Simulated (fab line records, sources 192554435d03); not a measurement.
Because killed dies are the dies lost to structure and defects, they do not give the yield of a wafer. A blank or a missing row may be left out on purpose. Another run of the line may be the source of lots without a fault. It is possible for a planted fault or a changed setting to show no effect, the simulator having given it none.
fab line records	flow n5_finfet
[record] lots = 24	wafers = 72	last_day = 17
route steps=1938 shown MOL_CONTACT_COAG@622 BEOL_M0_SAQP@632
lots untouched by any fault: they come from a run of this same line in which no faults occurred
start_h: start of the lot's first displayed wafer, in hours after the record's first day	wait_h: time in hours since the lot's previous step	" the same as in the row above	L1.1+2: a single row standing in for several wafers	- no value, or no start was given	* or withheld: withheld	< > ~ a bound
route shown NAME@n: NAME is a module with steps in the file, n the number in the route of the first one	usual: mean/standard deviation taken from wafers without a fault	same: alike in all rows	chamber/n: place in a boat	sites: readings site by site	_std_site: the values' standard deviation	_edge_site: mean of outer sites minus mean of inner sites	radius_mm: for every site, how far away it sits from the centre of the wafer	mask NAME#n: copy n	behind: the last tool/chamber to shape the wafer	hold: what put the lot on hold/how long, in hours/how the hold closed	device: whichever transistor did not switch (one of n, p or np)	end of line: the tests these same wafers got at the end of their route	step lacking rows: just its recipe	killed: not the wafer's yield, but the dies lost to structure and defects at the first sort	map: per-die view of a wafer (x killed, . not killed, _ where there is no die)
set.NAME: setting as actually run; set.NAME@STEP: the setting as run at that earlier step	model.NAME: the simulator's own value behind a step, which no gauge read
a sample of lots followed through the steps of the route, with each step as a table and each wafer as a row
services: when a tool's chamber went out of use (start_h, in hours from the record's first day, below 0 if earlier), for how many hours, and the reason
[[steps]]
[step N5_MOL_CONTACT_COAG_CD_MEAS_101]
[recipe] target_cd_nm = 16
[usual] cd_nm = 15.93/0.27
lot.wafer	tool	chamber	start_h	wait_h	cd_nm
L074.3	cd_sem-02	-	106.43	0.0	15.47
L074.5	"	-	"	"	16.49
L074.6	"	-	"	"	16.17
L075.3	cd_sem-02	-	108.64	0.0	15.80
L075.4	"	-	"	"	16.11
L075.5	"	-	"	"	15.73
L076.2	cd_sem-03	-	117.48	0.0	15.87
L076.4	"	-	"	"	15.66
L076.5	"	-	"	"	15.44
L077.1	cd_sem-02	-	121.22	0.0	15.86
L077.3	"	-	"	"	16.07
L077.5	"	-	"	"	15.80
L078.4	cd_sem-03	-	128.09	0.0	15.60
L078.5	"	-	"	"	16.04
L078.6	"	-	"	"	15.92
L079.2	cd_sem-02	-	133.59	0.0	15.80
L079.3	"	-	"	"	16.41
L079.6	"	-	"	"	16.07
L080.2	cd_sem-02	-	143.19	0.0	15.87
L080.3	"	-	"	"	16.01
L080.5	"	-	"	"	15.68
L081.1	cd_sem-02	-	150.67	0.0	15.67
L081.3	"	-	"	"	16.06
L081.6	"	-	"	"	15.98
L082.1	cd_sem-02	-	156.66	0.0	16.15
L082.4	"	-	"	"	16.22
L082.6	"	-	"	"	15.71
L083.1	cd_sem-02	-	158.73	0.0	16.01
L083.3	"	-	"	"	15.75
L083.4	"	-	"	"	16.18
L084.2	cd_sem-02	-	168.56	0.0	16.13
L084.5	"	-	"	"	16.00
L084.6	"	-	"	"	16.59
L085.3	cd_sem-02	-	177.56	0.0	15.43
L085.4	"	-	"	"	16.02
L085.6	"	-	"	"	16.29
L086.2	cd_sem-03	-	183.27	0.0	16.14
L086.4	"	-	"	"	16.20
L086.5	"	-	"	"	15.95
L087.2	cd_sem-02	-	188.02	0.0	15.91
L087.3	"	-	"	"	16.56
L087.6	"	-	"	"	16.20
L088.4	cd_sem-02	-	191.50	0.0	16.08
L088.5	"	-	"	"	16.00
L088.6	"	-	"	"	15.94
L089.1	cd_sem-03	-	195.08	0.0	15.74
L089.3	"	-	"	"	15.67
L089.4	"	-	"	"	15.63
L090.1	cd_sem-03	-	197.79	0.0	15.82
L090.2	"	-	"	"	15.80
L090.6	"	-	"	"	16.32
L092.2	cd_sem-02	-	207.53	0.0	16.00
L092.3	"	-	"	"	15.76
L092.6	"	-	"	"	16.27
L091.1	cd_sem-01	-	207.91	0.0	15.56
L091.2	"	-	"	"	15.29
L091.3	"	-	"	"	15.81
L093.1	cd_sem-02	-	215.68	0.0	16.05
L093.2	"	-	"	"	15.58
L093.6	"	-	"	"	15.87
L094.1	cd_sem-02	-	222.55	0.0	15.57
L094.2	"	-	"	"	16.50
L094.6	"	-	"	"	15.70
L095.2	cd_sem-03	-	229.12	0.0	16.14
L095.3	"	-	"	"	15.93
L095.5	"	-	"	"	15.89
L096.2	cd_sem-03	-	238.34	0.0	16.17
L096.5	"	-	"	"	15.78
L096.6	"	-	"	"	15.78
L097.4	cd_sem-03	-	239.16	0.0	15.83
L097.5	"	-	"	"	16.37
L097.6	"	-	"	"	16.04
[step N5_MOL_CONTACT_COAG_CVD_140]
[recipe] material = W	target_thk_a = 665	mode = selective_fill	temp_c = 300	time_s = 215
[usual] heater_power_w = 492/47
lot.wafer	tool	chamber	start_h	wait_h	heater_power_w
L074.3	cvd_w-01	1	106.64	0.1	548
L074.5	"	0	"	"	448
L074.6	"	1	"	"	534
L075.3	cvd_w-01	0	108.85	0.1	445
L075.4	"	1	"	"	539
L075.5	"	0	"	"	434
L076.2	cvd_w-01	0	117.61	0.1	430
L076.4	"	0	"	"	431
L076.5	"	0	"	"	422
L077.1	cvd_w-01	1	121.35	0.1	546
L077.3	"	1	"	"	534
L077.5	"	0	"	"	430
L078.4	cvd_w-01	1	128.30	0.1	523
L078.5	"	0	"	"	441
L078.6	"	1	"	"	532
L079.2	cvd_w-01	1	133.72	0.1	522
L079.3	"	1	"	"	530
L079.6	"	0	"	"	430
L080.2	cvd_w-01	1	143.32	0.1	534
L080.3	"	0	"	"	432
L080.5	"	0	"	"	439
L081.1	cvd_w-01	1	150.80	0.1	534
L081.3	"	0	"	"	425
L081.6	"	0	"	"	427
L082.1	cvd_w-01	0	156.79	0.1	428
L082.4	"	0	"	"	434
L082.6	"	0	"	"	434
L083.1	cvd_w-02	1	158.87	0.1	527
L083.3	"	0	"	"	500
L083.4	"	1	"	"	530
L084.2	cvd_w-01	0	168.69	0.1	439
L084.5	"	1	"	"	527
L084.6	"	0	"	"	435
L085.3	cvd_w-02	0	177.94	0.2	498
L085.4	"	0	"	"	502
L085.6	"	0	"	"	498
L086.2	cvd_w-01	0	183.40	0.1	440
L086.4	"	1	"	"	547
L086.5	"	0	"	"	440
L087.2	cvd_w-01	1	188.15	0.1	526
L087.3	"	0	"	"	434
L087.6	"	0	"	"	427
L088.4	cvd_w-02	0	191.70	0.1	492
L088.5	"	0	"	"	508
L088.6	"	1	"	"	533
L089.1	cvd_w-01	1	195.21	0.1	547
L089.3	"	1	"	"	536
L089.4	"	0	"	"	429
L090.1	cvd_w-01	1	197.92	0.1	546
L090.2	"	0	"	"	432
L090.6	"	1	"	"	541
L092.2	cvd_w-01	0	207.66	0.1	441
L092.3	"	1	"	"	547
L092.6	"	1	"	"	530
L091.1	cvd_w-02	1	208.04	0.1	529
L091.2	"	0	"	"	493
L091.3	"	0	"	"	503
L093.1	cvd_w-01	1	215.81	0.1	529
L093.2	"	0	"	"	429
L093.6	"	0	"	"	436
L094.1	cvd_w-02	0	222.68	0.1	507
L094.2	"	1	"	"	524
L094.6	"	1	"	"	521
L095.2	cvd_w-01	0	229.25	0.1	436
L095.3	"	0	"	"	435
L095.5	"	1	"	"	543
L096.2	cvd_w-01	0	238.47	0.1	440
L096.5	"	1	"	"	557
L096.6	"	0	"	"	435
L097.4	cvd_w-02	0	239.37	0.1	500
L097.5	"	0	"	"	499
L097.6	"	1	"	"	518
[step N5_MOL_CONTACT_COAG_INSPECT_97]
[recipe] inspect_instrument = darkfield	mode = post_anneal
[usual] raw_defect_count = 46/16
lot.wafer	tool	chamber	start_h	wait_h	raw_defect_count
L074.3	defect_inspect-01	-	110.27	0.1	25
L074.5	"	-	"	"	30
L074.6	"	-	"	"	15
L075.3	defect_inspect-01	-	113.28	0.1	43
L075.4	"	-	"	"	56
L075.5	"	-	"	"	52
L076.2	defect_inspect-01	-	121.67	0.1	45
L076.4	"	-	"	"	50
L076.5	"	-	"	"	48
L077.1	defect_inspect-01	-	125.02	0.0	63
L077.3	"	-	"	"	37
L077.5	"	-	"	"	79
L078.4	defect_inspect-01	-	132.40	0.1	52
L078.5	"	-	"	"	33
L078.6	"	-	"	"	25
L079.2	defect_inspect-02	-	137.42	0.1	43
L079.3	"	-	"	"	35
L079.6	"	-	"	"	85
L080.2	defect_inspect-01	-	147.01	0.0	51
L080.3	"	-	"	"	22
L080.5	"	-	"	"	50
L081.1	defect_inspect-01	-	154.49	0.0	38
L081.3	"	-	"	"	39
L081.6	"	-	"	"	44
L082.1	defect_inspect-02	-	160.45	0.0	48
L082.4	"	-	"	"	38
L082.6	"	-	"	"	74
L083.1	defect_inspect-01	-	163.45	0.0	43
L083.3	"	-	"	"	62
L083.4	"	-	"	"	86
L084.2	defect_inspect-02	-	172.37	0.0	60
L084.5	"	-	"	"	44
L084.6	"	-	"	"	74
L085.3	defect_inspect-01	-	181.77	0.1	32
L085.4	"	-	"	"	37
L085.6	"	-	"	"	67
L086.2	defect_inspect-01	-	187.09	0.0	33
L086.4	"	-	"	"	44
L086.5	"	-	"	"	55
L087.2	defect_inspect-01	-	191.85	0.1	43
L087.3	"	-	"	"	45
L087.6	"	-	"	"	37
L088.4	defect_inspect-02	-	195.37	0.1	37
L088.5	"	-	"	"	22
L088.6	"	-	"	"	34
L089.1	defect_inspect-02	-	198.88	0.0	23
L089.3	"	-	"	"	23
L089.4	"	-	"	"	27
L090.1	defect_inspect-02	-	201.88	0.0	46
L090.2	"	-	"	"	39
L090.6	"	-	"	"	31
L092.2	defect_inspect-01	-	211.40	0.1	35
L092.3	"	-	"	"	58
L092.6	"	-	"	"	49
L091.1	defect_inspect-02	-	214.38	0.0	61
L091.2	"	-	"	"	34
L091.3	"	-	"	"	70
L093.1	defect_inspect-01	-	219.58	0.0	27
L093.2	"	-	"	"	50
L093.6	"	-	"	"	45
L094.1	defect_inspect-02	-	226.35	0.0	42
L094.2	"	-	"	"	61
L094.6	"	-	"	"	56
L095.2	defect_inspect-01	-	232.94	0.0	63
L095.3	"	-	"	"	40
L095.5	"	-	"	"	42
L096.2	defect_inspect-02	-	242.16	0.0	49
L096.5	"	-	"	"	59
L096.6	"	-	"	"	59
L097.4	defect_inspect-02	-	245.20	0.1	61
L097.5	"	-	"	"	31
L097.6	"	-	"	"	44
[step N5_BEOL_M0_SAQP_PECVD_00]
[recipe] material = SiCN	target_thk_a = 80	temp_c = withheld	precursor = 3MS/NH3	pressure_torr = 3	rf_w = 202	time_s = 14
[usual] showerhead_plenum_p_Torr = 3.662/0.025	throttle_valve_pct = 9.1/0.45
lot.wafer	tool	chamber	start_h	wait_h	showerhead_plenum_p_Torr	throttle_valve_pct
L074.3	pecvd-04	2	110.57	0.1	3.676	9.1
L074.5	"	0	"	"	3.665	8.9
L074.6	"	1	"	"	3.662	9.7
L075.3	pecvd-01	0	113.57	0.1	3.639	9.2
L075.4	"	1	"	"	3.693	9.5
L075.5	"	0	"	"	3.645	9.1
L076.2	pecvd-01	1	121.98	0.2	3.699	9.3
L076.4	"	2	"	"	3.631	8.6
L076.5	"	1	"	"	3.691	9.5
L077.1	pecvd-01	1	125.35	0.2	3.705	9.6
L077.3	"	0	"	"	3.636	9.2
L077.5	"	0	"	"	3.639	9.0
L078.4	pecvd-03	0	132.69	0.1	3.675	9.7
L078.5	"	1	"	"	3.654	8.5
L078.6	"	2	"	"	3.664	9.0
L079.2	pecvd-01	2	137.73	0.2	3.630	8.6
L079.3	"	1	"	"	3.692	9.8
L079.6	"	0	"	"	3.636	9.1
L080.2	pecvd-01	1	147.32	0.2	3.691	9.5
L080.3	"	2	"	"	3.623	8.5
L080.5	"	1	"	"	3.691	9.4
L081.1	pecvd-03	2	154.83	0.2	3.671	8.6
L081.3	"	1	"	"	3.637	8.3
L081.6	"	1	"	"	3.652	8.4
L082.1	pecvd-01	2	160.79	0.2	3.638	8.7
L082.4	"	1	"	"	3.694	9.5
L082.6	"	2	"	"	3.620	8.9
L083.1	pecvd-04	0	163.79	0.2	3.662	9.0
L083.3	"	1	"	"	3.667	9.6
L083.4	"	1	"	"	3.670	9.7
L084.2	pecvd-04	1	172.69	0.2	3.671	9.6
L084.5	"	1	"	"	3.664	9.6
L084.6	"	0	"	"	3.674	9.2
L085.3	pecvd-01	1	182.06	0.1	3.692	9.5
L085.4	"	0	"	"	3.636	9.2
L085.6	"	1	"	"	3.692	9.5
L086.2	pecvd-03	1	187.40	0.2	3.645	8.3
L086.4	"	1	"	"	3.653	8.5
L086.5	"	0	"	"	3.692	9.3
L087.2	pecvd-04	0	192.16	0.2	3.676	9.0
L087.3	"	1	"	"	3.654	9.8
L087.6	"	2	"	"	3.682	9.3
L088.4	pecvd-04	0	195.65	0.1	3.656	8.9
L088.5	"	2	"	"	3.694	9.2
L088.6	"	1	"	"	3.672	9.6
L089.1	pecvd-01	0	199.21	0.2	3.621	9.4
L089.3	"	2	"	"	3.629	8.7
L089.4	"	1	"	"	3.701	9.6
L090.1	pecvd-01	0	202.21	0.2	3.641	9.4
L090.2	"	1	"	"	3.696	9.6
L090.6	"	2	"	"	3.629	8.4
L092.2	pecvd-04	1	211.72	0.2	3.659	9.8
L092.3	"	1	"	"	3.661	9.4
L092.6	"	0	"	"	3.686	8.9
L091.1	pecvd-01	2	214.72	0.2	3.615	8.8
L091.2	"	1	"	"	3.690	9.4
L091.3	"	0	"	"	3.630	9.6
L093.1	pecvd-01	2	219.92	0.2	3.635	8.6
L093.2	"	0	"	"	3.633	9.3
L093.6	"	0	"	"	3.641	9.2
L094.1	pecvd-01	0	226.68	0.2	3.636	9.5
L094.2	"	2	"	"	3.631	8.6
L094.6	"	1	"	"	3.702	9.4
L095.2	pecvd-03	0	233.25	0.2	3.686	9.5
L095.3	"	2	"	"	3.675	8.4
L095.5	"	2	"	"	3.681	8.8
L096.2	pecvd-04	2	242.48	0.2	3.692	8.5
L096.5	"	0	"	"	3.666	8.8
L096.6	"	1	"	"	3.663	9.9
L097.4	pecvd-04	1	245.49	0.1	3.655	9.5
L097.5	"	2	"	"	3.689	8.5
L097.6	"	0	"	"	3.664	8.7
[step N5_BEOL_M0_SAQP_ILD_DEP_01]
[recipe] material = SiOC	target_thk_a = 454.19	temp_c = 350	precursor = DEMS/O2	pressure_torr = 5	rf_w = 500	time_s = 8.7
[usual] heater_power_w = 513/57	showerhead_plenum_p_Torr = 5.691/0.026	throttle_valve_pct = 12.0/0.58
lot.wafer	tool	chamber	start_h	wait_h	heater_power_w	showerhead_plenum_p_Torr	throttle_valve_pct
L074.3	pecvd-04	2	110.60	0.0	502	5.721	12.1
L074.5	"	0	"	"	443	5.708	11.9
L074.6	"	1	"	"	618	5.688	12.8
L075.3	pecvd-01	0	113.60	0.0	419	5.649	12.1
L075.4	"	1	"	"	600	5.715	12.7
L075.5	"	0	"	"	428	5.656	12.1
L076.2	pecvd-01	1	122.01	0.0	587	5.735	12.3
L076.4	"	2	"	"	484	5.670	11.5
L076.5	"	1	"	"	594	5.723	12.7
L077.1	pecvd-01	1	125.38	0.0	587	5.722	12.7
L077.3	"	0	"	"	512	5.654	12.2
L077.5	"	0	"	"	507	5.652	12.0
L078.4	pecvd-03	0	132.72	0.0	584	5.726	12.7
L078.5	"	1	"	"	455	5.658	11.3
L078.6	"	2	"	"	496	5.692	10.9
L079.2	pecvd-01	2	137.76	0.0	493	5.659	11.6
L079.3	"	1	"	"	596	5.724	12.5
L079.6	"	0	"	"	445	5.678	12.1
L080.2	pecvd-01	1	147.35	0.0	505	5.727	12.7
L080.3	"	2	"	"	455	5.662	11.4
L080.5	"	1	"	"	534	5.716	12.4
L081.1	pecvd-03	2	154.85	0.0	502	5.717	11.1
L081.3	"	1	"	"	375	5.676	11.4
L081.6	"	1	"	"	394	5.660	11.4
L082.1	pecvd-01	2	160.81	0.0	466	5.659	11.1
L082.4	"	1	"	"	545	5.728	12.7
L082.6	"	2	"	"	483	5.661	11.5
L083.1	pecvd-04	0	163.81	0.0	453	5.715	11.7
L083.3	"	1	"	"	591	5.689	12.9
L083.4	"	1	"	"	593	5.690	12.8
L084.2	pecvd-04	1	172.71	0.0	569	5.702	13.0
L084.5	"	1	"	"	584	5.695	12.8
L084.6	"	0	"	"	461	5.704	11.9
L085.3	pecvd-01	1	182.09	0.0	525	5.720	12.6
L085.4	"	0	"	"	457	5.660	12.6
L085.6	"	1	"	"	508	5.733	12.6
L086.2	pecvd-03	1	187.42	0.0	375	5.687	11.2
L086.4	"	1	"	"	382	5.686	11.2
L086.5	"	0	"	"	601	5.696	12.3
L087.2	pecvd-04	0	192.18	0.0	472	5.681	11.9
L087.3	"	1	"	"	517	5.689	12.8
L087.6	"	2	"	"	497	5.716	11.9
L088.4	pecvd-04	0	195.68	0.0	402	5.699	11.6
L088.5	"	2	"	"	537	5.714	11.9
L088.6	"	1	"	"	551	5.706	12.5
L089.1	pecvd-01	0	199.24	0.0	511	5.669	12.2
L089.3	"	2	"	"	537	5.667	11.4
L089.4	"	1	"	"	527	5.723	12.5
L090.1	pecvd-01	0	202.24	0.0	490	5.666	12.1
L090.2	"	1	"	"	601	5.713	12.6
L090.6	"	2	"	"	519	5.663	11.3
L092.2	pecvd-04	1	211.75	0.0	604	5.690	13.0
L092.3	"	1	"	"	585	5.716	12.7
L092.6	"	0	"	"	436	5.691	11.7
L091.1	pecvd-01	2	214.74	0.0	503	5.660	11.6
L091.2	"	1	"	"	581	5.709	12.2
L091.3	"	0	"	"	517	5.663	11.9
L093.1	pecvd-01	2	219.94	0.0	540	5.657	11.3
L093.2	"	0	"	"	463	5.650	12.0
L093.6	"	0	"	"	461	5.659	12.3
L094.1	pecvd-01	0	226.71	0.0	502	5.659	12.3
L094.2	"	2	"	"	441	5.648	11.2
L094.6	"	1	"	"	499	5.736	12.6
L095.2	pecvd-03	0	233.29	0.0	614	5.714	12.4
L095.3	"	2	"	"	530	5.699	11.1
L095.5	"	2	"	"	529	5.697	11.2
L096.2	pecvd-04	2	242.50	0.0	522	5.711	11.1
L096.5	"	0	"	"	419	5.709	11.9
L096.6	"	1	"	"	599	5.698	12.9
L097.4	pecvd-04	1	245.52	0.0	564	5.697	12.7
L097.5	"	2	"	"	508	5.688	11.5
L097.6	"	0	"	"	464	5.700	11.7
[step N5_BEOL_M0_SAQP_ETCH_83]
[recipe] chemistry = CF4	target = SiARC	target_depth_a = 390	mask_material = CAR-ArF	time_s = 65	ion_energy_ev = 80	pressure_mtorr = 40	source_w = 545	bias_w = 36	Ar_flow_sccm = 100	cf4_flow_sccm = 100	ends = cleared
[usual] bias_w = 36.02/0.11	chamber_pressure_mTorr = 39.99/0.037	drypump_motor_current_A = 5.81/0.27	etch_rf_on_time_s = 64.6/1.3	oes_product_au = 0.67/0.075	rf_vpp_V = 184.3/1.2	showerhead_plenum_p_Torr = 2.16/0.065	throttle_valve_pct = 15.7/0.31
lot.wafer	tool	chamber	start_h	wait_h	bias_w	chamber_pressure_mTorr	drypump_motor_current_A	etch_rf_on_time_s	oes_product_au	rf_hours_counter_h	rf_vpp_V	showerhead_plenum_p_Torr	throttle_valve_pct
L074.3	rie_diel-04	3	111.77	0.0	36.12	39.97	5.47	63.5	0.64	193	184.2	2.13	15.8
L074.5	"	2	"	"	35.91	40.09	5.78	62.6	0.81	-	182.4	2.10	14.9
L074.6	"	3	"	"	36.25	40.00	5.45	63.8	0.63	-	184.0	2.13	15.8
L075.3	rie_diel-02	2	115.74	0.0	35.83	39.96	5.32	64.7	0.68	122	183.4	2.07	15.4
L075.4	"	3	"	"	36.11	39.99	5.59	66.1	0.59	220	185.3	2.20	15.8
L075.5	"	1	"	"	35.81	40.00	5.89	64.3	0.63	-	183.7	2.13	15.9
L076.2	rie_diel-04	1	124.27	0.0	35.93	40.03	6.22	61.9	0.86	3	186.3	2.28	15.6
L076.4	"	2	"	"	36.01	39.99	5.79	62.5	0.80	16	183.0	2.10	14.9
L076.5	"	1	"	"	36.11	39.98	6.24	62.4	0.86	-	185.6	2.28	15.5
L077.1	rie_diel-02	3	127.34	0.0	35.89	40.00	5.58	66.8	0.59	224	183.8	2.20	15.8
L077.3	"	1	"	"	36.15	39.95	5.88	64.4	0.62	191	181.5	2.13	15.9
L077.5	"	1	"	"	35.89	40.03	5.88	65.1	0.61	-	184.0	2.12	15.9
L078.4	rie_diel-06	0	134.28	0.0	36.04	39.94	5.81	65.1	0.59	-	185.8	2.20	16.0
L078.5	"	2	"	"	36.02	40.00	5.78	63.9	0.64	-	186.1	2.23	15.8
L078.6	"	3	"	"	35.87	39.97	6.14	65.6	0.70	-	182.8	2.09	15.7
L079.2	rie_diel-06	2	139.59	0.0	36.02	40.01	5.79	65.3	0.63	169	184.5	2.23	15.8
L079.3	"	0	"	"	35.96	39.97	5.82	66.3	0.59	219	184.5	2.20	16.0
L079.6	"	3	"	"	35.98	40.05	6.14	66.6	0.69	-	183.3	2.09	15.7
L080.2	rie_diel-06	3	148.63	0.0	36.11	39.95	6.19	65.3	0.69	74	183.1	2.09	15.7
L080.3	"	2	"	"	36.01	39.97	5.78	63.7	0.64	172	184.9	2.22	15.8
L080.5	"	2	"	"	36.08	39.97	5.75	63.5	0.64	-	186.7	2.22	15.8
L081.1	rie_diel-04	1	156.93	0.0	36.13	39.95	6.26	62.7	0.82	15	186.6	2.27	15.6
L081.3	"	0	"	"	35.97	39.97	5.85	64.0	0.66	145	184.7	2.23	16.0
L081.6	"	3	"	"	35.99	40.03	5.46	64.4	0.62	-	184.5	2.12	15.8
L082.1	rie_diel-04	0	162.96	0.0	36.04	40.00	5.83	63.6	0.66	147	186.4	2.22	16.0
L082.4	"	1	"	"	36.01	40.00	6.25	62.7	0.82	16	185.1	2.27	15.6
L082.6	"	3	"	"	35.91	39.99	5.48	63.4	0.63	-	182.5	2.12	15.8
L083.1	rie_diel-04	3	166.73	0.0	36.01	40.00	5.45	64.0	0.63	209	183.7	2.12	15.8
L083.3	"	2	"	"	36.21	39.94	5.78	62.7	0.78	27	183.4	2.09	15.0
L083.4	"	0	"	"	36.03	40.00	5.83	64.1	0.66	148	186.6	2.22	16.0
L084.2	rie_diel-06	2	175.35	0.0	36.04	40.02	5.79	64.1	0.63	179	185.7	2.22	15.8
L084.5	"	3	"	"	36.09	40.01	6.13	66.2	0.69	-	182.6	2.08	15.7
L084.6	"	0	"	"	36.06	39.98	5.84	65.5	0.58	-	185.0	2.20	16.0
L085.3	rie_diel-04	2	183.99	0.0	36.03	40.02	5.80	63.6	0.78	30	184.1	2.09	15.0
L085.4	"	0	"	"	35.88	40.00	5.83	64.5	0.65	152	184.4	2.22	16.0
L085.6	"	3	"	"	36.02	39.98	5.48	64.1	0.63	-	182.8	2.12	15.9
L086.2	rie_diel-06	0	189.17	0.0	36.08	40.02	5.82	66.0	0.58	235	183.9	2.20	16.0
L086.4	"	3	"	"	36.06	39.93	6.15	66.9	0.68	85	183.6	2.08	15.7
L086.5	"	2	"	"	35.90	40.03	5.76	64.5	0.63	-	185.9	2.22	15.8
L087.2	rie_diel-02	0	195.71	0.0	35.96	39.98	6.09	65.7	0.65	163	184.4	2.14	15.8
L087.3	"	2	"	"	35.82	40.01	5.32	64.6	0.66	147	183.7	2.06	15.4
L087.6	"	2	"	"	36.04	40.07	5.34	63.8	0.66	-	182.9	2.06	15.4
L088.4	rie_diel-04	2	197.64	0.0	35.94	39.96	5.79	63.4	0.77	34	182.8	2.09	15.0
L088.5	"	2	"	"	35.97	39.96	5.79	63.7	0.76	-	184.1	2.09	15.0
L088.6	"	1	"	"	36.03	40.02	6.26	63.0	0.80	-	184.8	2.27	15.6
L089.1	rie_diel-04	2	201.73	0.0	35.83	39.99	5.82	63.6	0.77	35	183.7	2.09	15.0
L089.3	"	1	"	"	36.00	39.99	6.26	63.1	0.80	26	186.1	2.27	15.6
L089.4	"	3	"	"	36.06	39.96	5.48	64.1	0.62	218	184.8	2.12	15.8
L090.1	rie_diel-02	0	203.98	0.0	36.23	39.91	6.07	65.9	0.65	166	185.3	2.14	15.9
L090.2	"	2	"	"	35.97	40.02	5.30	64.5	0.66	149	183.5	2.06	15.5
L090.6	"	0	"	"	36.07	39.98	6.09	66.7	0.63	-	181.4	2.14	15.8
L092.2	rie_diel-02	1	213.28	0.0	36.10	40.01	5.90	65.1	0.60	219	183.0	2.12	16.0
L092.3	"	3	"	"	35.96	39.97	5.60	67.4	0.57	248	184.0	2.19	15.9
L092.6	"	2	"	"	36.06	40.01	5.31	65.4	0.65	-	181.5	2.06	15.5
L091.1	rie_diel-02	0	216.91	0.0	36.01	40.00	6.07	66.1	0.64	170	183.9	2.14	15.9
L091.2	"	2	"	"	35.84	40.06	5.31	64.8	0.65	153	181.6	2.06	15.5
L091.3	"	3	"	"	36.11	39.99	5.60	67.0	0.57	249	185.6	2.19	15.9
L093.1	rie_diel-06	2	221.05	0.0	36.05	39.92	5.76	64.1	0.63	192	184.9	2.22	15.8
L093.2	"	3	"	"	35.86	39.96	6.15	65.0	0.69	94	184.0	2.08	15.7
L093.6	"	2	"	"	35.93	40.01	5.77	64.2	0.62	-	183.7	2.22	15.8
L094.1	rie_diel-02	2	228.47	0.0	35.82	40.02	5.34	65.9	0.65	157	184.1	2.06	15.5
L094.2	"	1	"	"	35.93	40.00	5.90	64.6	0.60	224	183.4	2.11	16.0
L094.6	"	1	"	"	36.04	40.02	5.90	65.0	0.60	-	183.4	2.11	16.0
L095.2	rie_diel-04	1	235.18	0.0	35.96	40.02	6.25	62.7	0.77	34	187.5	2.26	15.6
L095.3	"	3	"	"	35.97	39.97	5.43	63.6	0.61	228	184.6	2.12	15.9
L095.5	"	0	"	"	36.16	39.98	5.82	63.4	0.65	-	184.9	2.22	16.0
L096.2	rie_diel-04	1	244.32	0.0	35.95	40.08	6.24	63.1	0.78	37	185.6	2.26	15.6
L096.5	"	3	"	"	36.05	39.96	5.46	64.7	0.61	-	184.2	2.11	15.9
L096.6	"	0	"	"	35.97	40.00	5.82	64.6	0.65	-	186.0	2.22	16.0
L097.4	rie_diel-02	2	248.00	0.0	35.94	39.98	5.30	64.7	0.64	164	183.2	2.05	15.5
L097.5	"	0	"	"	36.15	40.03	6.08	66.5	0.63	-	183.4	2.14	15.9
L097.6	"	3	"	"	35.94	40.01	5.59	64.3	0.85	-	184.9	2.19	15.4
[[services]]
tool	chamber	start_h	hours	kind
rie_diel-04	2	86.03	7.0	repair
rie_diel-04	1	100.17	-	clean
rie_diel-04	1	100.17	-	consumable_replace:focus_ring
rie_diel-04	1	100.17	-	consumable_replace:showerhead
pecvd-03	-	114.44	4.8	repair
pecvd-04	1	121.17	5.5	scheduled_down
pecvd-03	-	123.28	1.4	repair
rie_diel-06	1	133.57	9.6	repair
rie_diel-04	3	137.47	4.1	repair
pecvd-04	-	143.93	0.3	repair
rie_diel-04	2	146.42	8.2	repair
pecvd-04	2	148.56	7.2	repair
rie_diel-04	-	173.81	2.7	repair
cvd_w-02	1	174.99	9.5	repair
pecvd-03	0	176.21	9.7	repair
pecvd-04	2	202.38	-	clean
pecvd-04	2	202.38	-	consumable_replace:showerhead
pecvd-04	2	202.38	29.0	scheduled_down
pecvd-04	2	202.38	29.0	vent_cycle
cvd_w-01	0	223.47	2.8	repair
cvd_w-02	-	228.85	6.9	pm
pecvd-03	1	232.91	4.1	repair
rie_diel-02	3	240.04	7.0	repair
pecvd-04	1	243.10	2.1	scheduled_down
[[key]]
fault none
